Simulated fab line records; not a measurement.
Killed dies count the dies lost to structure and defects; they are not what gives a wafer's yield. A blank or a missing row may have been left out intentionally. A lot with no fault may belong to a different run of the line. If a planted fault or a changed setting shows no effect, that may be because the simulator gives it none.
fab line records -- flow nandHarc -- part 1 of 2: steps 1 to 4 of 6
record: lots: 23, wafers: 69, lastDay: 33
route steps=1302 shown A_CHANNEL_HOLE_D1@478 A_CHANNEL_FILL_D1@493 A_DECK1_JOINT@527 A_CHANNEL_HOLE_D2@596
lots that met no fault: from a run of the same line without faults
startH: hours from the record's opening day to when the first of the lot's shown wafers began -- waitH: hours since the lot's step before -- " repeats the value in the row above -- L1.1+2: one row covering several wafers at once -- - no value present, or no start provided -- * or withheld: withheld -- < > ~ a bound
route shown NAME@n: names a module that has steps shown in the file, with the first one's number in the route -- usual: mean/standard deviation taken from wafers without a fault -- same: alike in all rows -- chamber/n: place in a boat -- sites: each site's reading -- _std_site: standard deviation across them -- _edge_site: mean of outer sites minus mean of inner sites -- radiusMm: how far each site lies from the wafer's centre -- mask NAME#n: copy n -- behind: tool/chamber where the wafer was last shaped -- hold: what put the lot on hold/how long, in hours/how the hold closed -- device: transistor that didn't switch, given as n, p or np -- end of line: the same wafers' tests at the end of the route -- where a step has no rows: the recipe by itself -- killed: the dies lost at the first sort to structure and to defects; this is not the yield of the wafer -- map: per-die view of a wafer (x killed, . not killed, _ where there is no die)
set.NAME: the run value of the setting; set.NAME@STEP: its run value at that earlier step -- model.NAME: the simulator's own value behind a step, which no gauge read
a sample of lots followed through the steps of the route, with each step as a table and each wafer as a row
services: from which hour (startH, from the record's first day; less than 0 if before it) a tool's chamber was out of use, for how many hours, and why
== steps ==
step: NHARC_A_CHANNEL_HOLE_D1_ETCH_26
recipe: biasV: 300, sourceW: 2000, pressureMtorr: 30, timeS: 224.1, arFlowSccm: 375, c4f8FlowSccm: 11.4, o2FlowSccm: 113.6, tempC: -20, targetDepthA: 3000, chemistry: C4F8/O2/Ar
usual: drypumpMotorCurrentA: 5.28/0.19, heBacksideLeakSccm: 6.2/0.71, o2FlowSccm: 113.6/0.33, showerheadPlenumPTorr: 3.66/0.09, throttleValvePct: 24.582/0.0095
lot.wafer,tool,chamber,startH,waitH,drypumpMotorCurrentA,heBacksideLeakSccm,o2FlowSccm,rfHoursCounterH,showerheadPlenumPTorr,throttleValvePct
L074.1,harEtch-01,0,175.88,0.7,5.41,5.1,113.9,88,3.68,24.579
L074.3,harEtch-01,0,175.88,0.7,5.40,5.2,113.8,-,3.68,24.584
L074.5,harEtch-01,1,175.88,0.7,4.97,5.7,113.6,-,3.78,24.573
L075.2,harEtch-02,1,206.03,0.6,5.27,6.1,113.7,297,3.60,24.574
L075.4,harEtch-02,0,206.03,0.6,5.44,7.1,113.1,-,3.68,24.584
L075.3,harEtch-02,1,206.03,0.6,5.26,6.0,113.6,-,3.60,24.578
L076.1,harEtch-02,0,211.08,0.6,5.44,7.0,113.3,316,3.67,24.599
L076.4,harEtch-02,1,211.08,0.6,5.27,6.0,114.0,-,3.60,24.567
L076.3,harEtch-02,0,211.08,0.6,5.43,7.1,114.1,-,3.67,24.579
L078.2,harEtch-02,0,231.74,0.7,5.44,7.3,113.4,324,3.67,24.586
L078.4,harEtch-02,0,231.74,0.7,5.47,7.3,114.0,-,3.67,24.591
L078.6,harEtch-02,1,231.74,0.7,5.30,5.9,114.0,-,3.59,24.570
L077.1,harEtch-01,1,232.49,0.7,4.94,5.8,114.1,115,3.77,24.572
L077.2,harEtch-01,0,232.49,0.7,5.41,5.6,113.5,115,3.66,24.601
L077.6,harEtch-01,0,232.49,0.7,5.41,5.6,113.4,-,3.66,24.581
L080.1,harEtch-01,0,240.44,0.6,5.43,5.4,114.0,122,3.66,24.580
L080.4,harEtch-01,0,240.44,0.6,5.41,5.4,113.4,-,3.66,24.578
L080.5,harEtch-01,1,240.44,0.6,4.94,6.0,113.6,-,3.76,24.581
L079.3,harEtch-02,0,243.47,0.5,5.45,7.0,113.4,-,3.66,24.595
L079.6,harEtch-02,0,243.47,0.5,5.45,7.2,113.7,-,3.66,24.584
L079.5,harEtch-02,1,243.47,0.5,5.26,6.3,113.2,-,3.59,24.602
L082.1,harEtch-02,0,265.38,0.6,5.48,7.0,113.4,347,3.66,24.586
L082.4,harEtch-02,1,265.38,0.6,5.30,6.0,113.4,-,3.58,24.569
L082.5,harEtch-02,0,265.38,0.6,5.47,7.3,113.6,-,3.66,24.586
L083.1,harEtch-02,0,276.85,0.6,5.44,7.1,113.6,351,3.65,24.582
L083.3,harEtch-02,0,276.85,0.6,5.45,7.2,113.6,-,3.65,24.590
L083.5,harEtch-02,0,276.85,0.6,5.44,7.4,113.2,-,3.65,24.597
L084.1,harEtch-01,0,294.99,0.7,5.40,5.6,113.6,153,3.64,24.576
L084.3,harEtch-01,1,294.99,0.7,4.95,6.2,113.3,-,3.74,24.595
L084.5,harEtch-01,0,294.99,0.7,5.41,5.5,113.9,-,3.64,24.582
L085.2,harEtch-02,1,299.36,0.7,5.28,6.2,113.8,355,3.57,24.584
L085.3,harEtch-02,0,299.36,0.7,5.46,7.3,113.3,-,3.64,24.572
L085.6,harEtch-02,1,299.36,0.7,5.27,6.2,113.8,-,3.57,24.587
L086.1,harEtch-01,1,302.94,0.7,4.94,6.4,113.9,160,3.74,24.585
L086.3,harEtch-01,1,302.94,0.7,4.94,6.1,114.0,-,3.74,24.576
L086.4,harEtch-01,0,302.94,0.7,5.43,5.4,113.1,-,3.64,24.593
L087.2,harEtch-02,0,311.93,0.7,5.46,7.4,113.6,374,3.64,24.567
L087.1,harEtch-02,1,311.93,0.7,5.25,6.2,114.2,359,3.57,24.574
L087.6,harEtch-02,1,311.93,0.7,5.24,6.2,114.2,-,3.57,24.574
L089.3,harEtch-02,1,340.73,0.5,5.26,6.4,114.0,-,3.56,24.586
L089.5,harEtch-02,1,340.73,0.5,5.23,6.3,113.5,-,3.56,24.586
L089.6,harEtch-02,0,340.73,0.5,5.46,7.2,113.2,-,3.63,24.584
L088.1,harEtch-02,1,344.86,0.6,5.27,6.2,113.6,374,3.56,24.576
L088.3,harEtch-02,0,344.86,0.6,5.45,7.4,113.5,-,3.63,24.606
L088.5,harEtch-02,1,344.86,0.6,5.31,6.4,114.3,-,3.56,24.584
L090.2,harEtch-02,0,356.36,0.7,5.46,7.3,114.1,397,3.63,24.584
L090.1,harEtch-02,1,356.36,0.7,5.25,6.2,113.3,382,3.55,24.579
L090.4,harEtch-02,1,356.36,0.7,5.26,6.1,113.4,-,3.55,24.590
L091.4,harEtch-02,0,363.60,0.5,5.44,7.3,113.3,-,3.63,24.581
L091.5,harEtch-02,0,363.60,0.5,5.44,7.6,113.7,-,3.63,24.574
L091.6,harEtch-02,1,363.60,0.5,5.27,6.3,113.4,-,3.55,24.575
L092.4,harEtch-01,0,365.85,0.4,5.44,5.5,113.3,-,3.62,24.584
L092.6,harEtch-01,1,365.85,0.4,4.93,6.5,113.6,-,3.72,24.570
L092.5,harEtch-01,0,365.85,0.4,5.43,5.4,113.7,-,3.62,24.602
L094.1,harEtch-01,0,379.46,0.7,5.41,5.9,113.5,202,3.61,24.578
L094.4,harEtch-01,1,379.46,0.7,4.94,6.3,113.9,-,3.71,24.582
L094.5,harEtch-01,1,379.46,0.7,4.94,6.3,113.5,-,3.71,24.577
L093.1,harEtch-01,0,383.63,0.7,5.42,5.5,114.1,206,3.61,24.586
L093.4,harEtch-01,1,383.63,0.7,4.94,6.6,113.3,-,3.71,24.598
L093.5,harEtch-01,1,383.63,0.7,4.93,6.4,113.7,-,3.71,24.570
L095.1,harEtch-01,0,395.78,0.6,5.40,5.8,114.1,217,3.60,24.579
L095.3,harEtch-01,1,395.78,0.6,4.95,6.2,113.5,-,3.71,24.579
L095.5,harEtch-01,1,395.78,0.6,4.94,6.3,114.1,-,3.71,24.561
L096.1,harEtch-01,1,399.93,0.6,4.93,6.5,113.3,221,3.70,24.582
L096.4,harEtch-01,0,399.93,0.6,5.43,5.7,113.9,-,3.60,24.568
L096.6,harEtch-01,0,399.93,0.6,5.46,5.7,113.9,-,3.60,24.585
L097.1,harEtch-02,0,420.48,0.6,5.48,4.7,113.6,15,3.98,24.586
L097.3,harEtch-02,1,420.48,0.6,5.28,5.1,113.6,-,3.98,24.578
L097.4,harEtch-02,0,420.48,0.6,5.45,4.7,113.7,-,3.98,24.584
step: NHARC_A_CHANNEL_FILL_D1_ALD_03
recipe: targetThkA: 60, pulseTimeS: 60, aldCycles: 58, tempC: 630, pressureTorr: 2, material: SiNx
usual: precursorPulseHeightRel: 1.002/0.022, susceptorTempC: 630.03/0.25
lot.wafer,tool,chamber,startH,waitH,precursorPulseHeightRel,susceptorTempC
L074.1,aldSinBatch-01,0,-,-,0.997,630.20
L074.3,aldSinBatch-01,0,-,-,1.011,630.07
L074.5,aldSinBatch-01,0,-,-,0.974,629.89
L075.2,aldSinBatch-03,0,-,-,0.981,629.68
L075.3,aldSinBatch-03,0,-,-,1.026,629.60
L075.4,aldSinBatch-03,0,-,-,1.006,629.65
L076.1,aldSinBatch-02,0,-,-,1.034,630.09
L076.3,aldSinBatch-02,0,-,-,0.979,630.09
L076.4,aldSinBatch-02,0,-,-,1.049,630.21
L077.1,aldSinBatch-01,0,-,-,0.989,629.94
L077.2,aldSinBatch-01,0,-,-,1.010,630.35
L077.6,aldSinBatch-01,0,-,-,1.027,630.08
L078.2,aldSinBatch-01,0,-,-,1.046,630.51
L078.4,aldSinBatch-01,0,-,-,0.985,630.06
L078.6,aldSinBatch-01,0,-,-,1.001,629.88
L080.1,aldSinBatch-03,0,-,-,0.947,630.30
L080.4,aldSinBatch-03,0,-,-,1.009,630.47
L080.5,aldSinBatch-03,0,-,-,0.980,629.80
L079.3,aldSinBatch-01,0,-,-,1.007,-
L079.5,aldSinBatch-01,0,-,-,0.988,-
L079.6,aldSinBatch-01,0,-,-,1.017,-
L082.1,aldSinBatch-01,0,-,-,1.023,630.18
L082.4,aldSinBatch-01,0,-,-,1.020,629.91
L082.5,aldSinBatch-01,0,-,-,0.979,630.13
L083.1,aldSinBatch-03,0,-,-,1.021,630.50
L083.3,aldSinBatch-03,0,-,-,0.986,629.93
L083.5,aldSinBatch-03,0,-,-,1.024,629.87
L084.1,aldSinBatch-02,0,-,-,0.971,629.90
L084.3,aldSinBatch-02,0,-,-,1.015,630.13
L084.5,aldSinBatch-02,0,-,-,0.967,630.24
L085.2,aldSinBatch-02,0,-,-,0.959,630.32
L085.3,aldSinBatch-02,0,-,-,0.969,630.16
L085.6,aldSinBatch-02,0,-,-,1.047,629.80
L086.1,aldSinBatch-03,0,-,-,1.010,-
L086.3,aldSinBatch-03,0,-,-,1.035,-
L086.4,aldSinBatch-03,0,-,-,0.979,-
L087.1,aldSinBatch-01,0,-,-,1.007,-
L087.2,aldSinBatch-01,0,-,-,1.014,-
L087.6,aldSinBatch-01,0,-,-,0.989,-
L089.3,aldSinBatch-01,0,-,-,0.987,630.12
L089.5,aldSinBatch-01,0,-,-,0.986,630.56
L089.6,aldSinBatch-01,0,-,-,1.012,630.63
L088.1,aldSinBatch-02,0,-,-,0.976,629.95
L088.3,aldSinBatch-02,0,-,-,1.029,629.63
L088.5,aldSinBatch-02,0,-,-,1.014,629.88
L090.1,aldSinBatch-01,0,-,-,1.004,629.99
L090.2,aldSinBatch-01,0,-,-,1.022,629.71
L090.4,aldSinBatch-01,0,-,-,1.005,629.93
L091.4,aldSinBatch-01,0,-,-,1.012,629.88
L091.5,aldSinBatch-01,0,-,-,0.989,629.78
L091.6,aldSinBatch-01,0,-,-,1.028,629.57
L092.4,aldSinBatch-01,0,-,-,1.019,630.36
L092.5,aldSinBatch-01,0,-,-,1.040,630.11
L092.6,aldSinBatch-01,0,-,-,0.988,629.71
L094.1,aldSinBatch-02,0,-,-,1.005,629.73
L094.4,aldSinBatch-02,0,-,-,0.975,630.27
L094.5,aldSinBatch-02,0,-,-,0.995,630.07
L093.1,aldSinBatch-01,0,-,-,1.021,630.11
L093.4,aldSinBatch-01,0,-,-,1.013,630.01
L093.5,aldSinBatch-01,0,-,-,0.994,630.25
L095.1,aldSinBatch-01,0,-,-,0.985,629.83
L095.3,aldSinBatch-01,0,-,-,1.009,629.60
L095.5,aldSinBatch-01,0,-,-,1.004,630.05
L096.1,aldSinBatch-02,0,-,-,0.961,629.87
L096.4,aldSinBatch-02,0,-,-,0.987,630.25
L096.6,aldSinBatch-02,0,-,-,1.042,629.83
L097.1,aldSinBatch-01,0,-,-,0.983,-
L097.3,aldSinBatch-01,0,-,-,1.019,-
L097.4,aldSinBatch-01,0,-,-,0.988,-
step: NHARC_A_CHANNEL_FILL_D1_ALD_14
recipe: targetThkA: 25, pulseTimeS: 10, aldCycles: 25, tempC: 300, material: SiO2
usual: heaterPowerW: 460/47, precursorPulseHeightRel: 1.001/0.019, susceptorTempC: 300.00/0.18
lot.wafer,tool,chamber,startH,waitH,heaterPowerW,precursorPulseHeightRel,susceptorTempC
L074.3,aldHk-01,1,184.85,0.3,479,0.968,300.08
L074.1,aldHk-01,3,184.85,0.3,383,1.005,299.71
L074.5,aldHk-01,1,184.85,0.3,492,1.007,300.38
L075.4,aldHk-01,2,215.33,0.2,446,1.020,300.31
L075.2,aldHk-01,3,215.33,0.2,385,0.987,300.19
L075.3,aldHk-01,0,215.33,0.2,423,0.988,299.83
L076.4,aldHk-01,3,222.21,0.0,375,0.997,-
L076.1,aldHk-01,0,222.21,0.0,427,1.021,-
L076.3,aldHk-01,2,222.21,0.0,433,0.986,-
L077.2,aldHk-02,1,241.05,0.0,511,1.007,-
L077.1,aldHk-02,0,241.05,0.0,485,1.007,-
L077.6,aldHk-02,1,241.05,0.0,492,1.028,-
L078.2,aldHk-01,2,241.06,0.0,430,1.006,300.20
L078.4,aldHk-01,3,241.06,0.0,368,1.023,300.23
L078.6,aldHk-01,3,241.06,0.0,381,1.005,300.16
L080.4,aldHk-01,0,249.63,0.1,433,0.997,299.86
L080.1,aldHk-01,2,249.63,0.1,422,0.996,300.14
L080.5,aldHk-01,3,249.63,0.1,383,0.984,300.44
L079.3,aldHk-03,2,254.18,1.7,468,1.033,300.02
L079.5,aldHk-03,0,254.18,1.7,407,1.011,299.96
L079.6,aldHk-03,1,254.18,1.7,438,1.016,300.02
L082.1,aldHk-02,0,274.86,0.1,493,1.031,300.11
L082.4,aldHk-02,1,274.86,0.1,501,0.977,300.07
L082.5,aldHk-02,0,274.86,0.1,478,1.026,300.27
L083.1,aldHk-01,2,286.01,0.1,434,0.982,300.04
L083.3,aldHk-01,3,286.01,0.1,381,0.992,300.04
L083.5,aldHk-01,2,286.01,0.1,438,0.975,300.02
L084.3,aldHk-02,0,306.91,2.3,494,0.989,299.66
L084.1,aldHk-02,2,306.91,2.3,498,0.972,300.01
L084.5,aldHk-02,0,306.91,2.3,491,0.986,300.00
L085.3,aldHk-03,3,310.88,0.0,504,0.995,300.08
L085.2,aldHk-03,0,310.88,0.0,402,0.977,299.70
L085.6,aldHk-03,0,310.88,0.0,403,1.039,299.75
L086.3,aldHk-01,0,314.50,0.5,439,0.998,300.19
L086.4,aldHk-01,1,314.50,0.5,526,1.005,300.18
L086.1,aldHk-01,2,314.50,0.5,430,1.011,300.04
L087.2,aldHk-02,0,321.02,0.0,490,0.959,300.10
L087.1,aldHk-02,1,321.02,0.0,502,1.031,299.91
L087.6,aldHk-02,1,321.02,0.0,507,0.967,299.96
L089.3,aldHk-03,1,349.89,0.2,449,0.985,300.14
L089.6,aldHk-03,2,349.89,0.2,483,0.989,300.05
L089.5,aldHk-03,3,349.89,0.2,507,1.022,300.16
L088.1,aldHk-01,2,357.29,0.1,443,1.016,-
L088.3,aldHk-01,3,357.29,0.1,378,1.021,-
L088.5,aldHk-01,0,357.29,0.1,439,0.996,-
L090.4,aldHk-03,3,365.92,0.0,518,0.975,300.21
L090.2,aldHk-03,1,365.92,0.0,448,0.987,300.04
L090.1,aldHk-03,2,365.92,0.0,482,1.005,299.81
L092.4,aldHk-02,0,372.71,0.0,514,0.999,299.67
L092.5,aldHk-02,0,372.71,0.0,504,0.998,299.74
L092.6,aldHk-02,1,372.71,0.0,522,0.991,300.05
L091.4,aldHk-03,1,372.75,0.1,453,1.014,-
L091.6,aldHk-03,0,372.75,0.1,396,0.999,-
L091.5,aldHk-03,1,372.75,0.1,447,0.977,-
L094.1,aldHk-02,2,389.58,1.0,495,1.030,300.06
L094.4,aldHk-02,0,389.58,1.0,524,0.990,300.50
L094.5,aldHk-02,2,389.58,1.0,496,1.005,299.62
L093.1,aldHk-01,3,392.88,0.1,372,1.005,300.21
L093.4,aldHk-01,0,392.88,0.1,433,1.010,299.96
L093.5,aldHk-01,2,392.88,0.1,433,1.025,300.01
L095.1,aldHk-01,2,406.21,0.1,424,1.023,-
L095.3,aldHk-01,3,406.21,0.1,386,1.011,-
L095.5,aldHk-01,1,406.21,0.1,528,0.980,-
L096.1,aldHk-01,1,412.25,0.1,528,0.983,300.46
L096.4,aldHk-01,2,412.25,0.1,425,0.989,299.96
L096.6,aldHk-01,0,412.25,0.1,430,0.969,299.84
L097.3,aldHk-02,2,432.37,0.4,490,1.008,299.99
L097.1,aldHk-02,3,432.37,0.4,465,0.960,300.07
L097.4,aldHk-02,0,432.37,0.4,532,1.035,299.71
step: NHARC_A_CHANNEL_FILL_D1_STRIP_28
recipe: timeS: 20, o2FlowSccm: 500, arFlowSccm: 0, biasW: 0, chemistry: O2
usual: drypumpMotorCurrentA: 5.7/0.43, o2FlowSccm: 499.8/1.6, oesProductAu: 1.005/0.014, rfVppV: 57.8/0.97, showerheadPlenumPTorr: 3.54/0.1, throttleValvePct: 17.037/0.0091
lot.wafer,tool,chamber,startH,waitH,drypumpMotorCurrentA,o2FlowSccm,oesProductAu,rfHoursCounterH,rfVppV,showerheadPlenumPTorr,throttleValvePct
L074.1,rieDiel-07,0,199.19,0.1,6.0,500.0,1.031,4,57.2,3.39,17.048
L074.3,rieDiel-07,3,199.19,0.1,5.4,499.4,1.006,5,58.3,3.57,17.044
L074.5,rieDiel-07,0,199.19,0.1,6.0,499.4,1.037,-,55.7,3.39,17.034
L075.3,rieDiel-07,1,234.32,0.1,5.2,500.8,0.981,7,58.8,3.52,17.044
L075.2,rieDiel-07,3,234.32,0.1,5.4,500.5,0.998,7,57.4,3.57,17.040
L075.4,rieDiel-07,3,234.32,0.1,5.3,498.2,1.002,-,57.9,3.57,17.034
L076.4,rieDiel-10,0,239.91,0.1,5.6,500.9,0.992,8,58.3,3.63,17.036
L076.1,rieDiel-10,2,239.91,0.1,5.7,503.1,0.991,7,58.1,3.42,17.040
L076.3,rieDiel-10,3,239.91,0.1,6.4,502.6,0.993,8,57.7,3.69,17.044
L077.2,rieDiel-07,3,259.94,0.1,5.4,496.9,1.007,9,58.0,3.56,17.044
L077.1,rieDiel-07,2,259.94,0.1,5.9,501.2,0.996,6,56.9,3.49,17.032
L077.6,rieDiel-07,3,259.94,0.1,5.4,499.4,1.010,-,56.8,3.56,17.041
L078.2,rieDiel-10,2,259.95,0.1,5.7,499.8,0.997,0,56.2,3.42,17.053
L078.4,rieDiel-10,0,259.95,0.1,5.6,500.5,1.011,1,59.0,3.63,17.028
L078.6,rieDiel-10,2,259.95,0.1,5.7,501.2,0.994,-,58.6,3.42,17.052
L080.1,rieDiel-11,1,267.37,0.1,4.9,501.3,0.999,0,60.0,3.64,17.024
L080.4,rieDiel-11,2,267.37,0.1,6.6,501.0,0.989,-,58.0,3.46,17.049
L080.5,rieDiel-11,3,267.37,0.1,5.5,500.2,1.024,-,59.9,3.75,17.030
L079.3,rieDiel-07,1,273.21,0.6,5.2,503.0,0.995,9,58.4,3.52,17.046
L079.6,rieDiel-07,2,273.21,0.6,5.9,501.5,1.009,-,57.2,3.49,17.050
L079.5,rieDiel-07,3,273.21,0.6,5.4,502.8,1.015,-,57.2,3.56,17.038
L082.1,rieDiel-07,2,292.70,0.1,6.0,502.1,1.026,7,56.6,3.49,17.028
L082.4,rieDiel-07,1,292.70,0.1,5.2,499.6,0.988,10,59.2,3.52,17.027
L082.5,rieDiel-07,2,292.70,0.1,5.9,500.0,1.020,-,58.5,3.49,17.035
L083.1,rieDiel-11,1,304.25,0.1,4.9,499.7,1.004,3,56.4,3.64,17.042
L083.3,rieDiel-11,2,304.25,0.1,6.6,500.8,0.979,3,59.0,3.46,17.045
L083.5,rieDiel-11,1,304.25,0.1,4.9,501.4,1.000,-,57.4,3.64,17.041
L084.3,rieDiel-10,2,324.26,0.1,5.7,499.8,1.001,4,57.3,3.41,17.029
L084.1,rieDiel-10,0,324.26,0.1,5.6,499.4,1.002,5,57.4,3.63,17.034
L084.5,rieDiel-10,2,324.26,0.1,5.7,500.8,1.003,-,58.1,3.41,17.045
L085.3,rieDiel-10,0,328.25,0.1,5.6,501.9,1.023,5,56.8,3.63,17.047
L085.2,rieDiel-10,3,328.25,0.1,6.4,500.5,0.993,5,56.7,3.68,17.036
L085.6,rieDiel-10,0,328.25,0.1,5.6,500.6,1.018,-,58.6,3.63,17.000
L086.1,rieDiel-07,1,334.37,0.1,5.2,502.1,0.990,2,56.1,3.52,17.049
L086.4,rieDiel-07,2,334.37,0.1,5.9,500.4,1.009,2,57.8,3.49,17.047
L086.3,rieDiel-07,0,334.37,0.1,6.0,499.0,1.014,2,57.1,3.39,17.039
L087.1,rieDiel-07,1,338.07,0.1,5.3,497.7,1.001,2,57.8,3.52,17.047
L087.2,rieDiel-07,2,338.07,0.1,5.9,499.6,1.023,2,58.2,3.49,17.031
L087.6,rieDiel-07,0,338.07,0.1,6.0,499.0,1.019,-,57.1,3.39,17.014
L089.3,rieDiel-10,1,366.93,0.1,5.4,500.5,1.007,5,58.0,3.49,17.050
L089.6,rieDiel-10,1,366.93,0.1,5.4,498.8,1.001,-,55.7,3.49,17.042
L089.5,rieDiel-10,2,366.93,0.1,5.7,499.3,1.010,-,57.6,3.41,17.040
L088.1,rieDiel-10,2,374.46,0.1,5.7,496.2,1.002,5,57.1,3.41,17.031
L088.3,rieDiel-10,3,374.46,0.1,6.4,497.5,0.985,6,59.6,3.68,17.022
L088.5,rieDiel-10,2,374.46,0.1,5.7,497.9,1.004,-,57.0,3.41,17.050
L090.4,rieDiel-07,0,384.26,0.1,6.0,498.0,1.013,5,57.2,3.39,17.018
L090.2,rieDiel-07,2,384.26,0.1,5.9,501.0,1.005,5,57.0,3.49,17.045
L090.1,rieDiel-07,3,384.26,0.1,5.3,499.6,1.035,5,58.4,3.56,17.034
L091.4,rieDiel-11,3,389.73,0.1,5.5,499.0,1.007,6,58.7,3.74,17.042
L091.5,rieDiel-11,2,389.73,0.1,6.7,499.7,0.990,-,56.7,3.45,17.049
L091.6,rieDiel-11,3,389.73,0.1,5.5,499.7,1.011,-,58.8,3.74,17.038
L092.4,rieDiel-10,2,389.73,0.1,5.7,502.7,0.999,7,57.8,3.41,17.039
L092.6,rieDiel-10,0,389.73,0.1,5.6,498.5,1.027,-,57.9,3.62,17.046
L092.5,rieDiel-10,1,389.73,0.1,5.4,500.3,1.003,-,55.8,3.49,17.041
L094.4,rieDiel-11,3,409.69,0.1,5.5,497.2,1.022,7,58.0,3.74,17.036
L094.1,rieDiel-11,2,409.69,0.1,6.6,501.3,1.002,7,59.5,3.45,17.037
L094.5,rieDiel-11,0,409.69,0.1,5.6,501.8,1.014,-,58.8,3.56,17.027
L093.4,rieDiel-10,2,409.69,0.1,5.7,499.9,1.007,8,58.0,3.41,17.032
L093.1,rieDiel-10,3,409.69,0.1,6.4,501.3,1.005,9,59.2,3.68,17.038
L093.5,rieDiel-10,2,409.69,0.1,5.7,500.9,1.004,-,58.0,3.41,17.042
L095.1,rieDiel-11,0,423.57,0.1,5.6,500.9,1.001,7,56.9,3.55,17.030
L095.3,rieDiel-11,1,423.57,0.1,4.9,499.3,1.001,9,57.7,3.63,17.026
L095.5,rieDiel-11,0,423.57,0.1,5.6,502.8,1.002,-,58.6,3.55,17.037
L096.1,rieDiel-10,0,429.83,0.1,5.6,501.8,1.022,0,58.5,3.62,17.021
L096.4,rieDiel-10,2,429.83,0.1,5.7,496.3,1.001,0,57.0,3.41,17.051
L096.6,rieDiel-10,0,429.83,0.1,5.6,501.9,1.027,-,58.8,3.62,17.036
L097.4,rieDiel-11,0,450.05,0.1,5.6,499.0,0.993,1,58.2,3.55,17.034
L097.3,rieDiel-11,1,450.05,0.1,4.9,498.9,0.969,1,56.9,3.63,17.037
L097.1,rieDiel-11,2,450.05,0.1,6.6,500.1,1.006,1,57.9,3.45,17.027
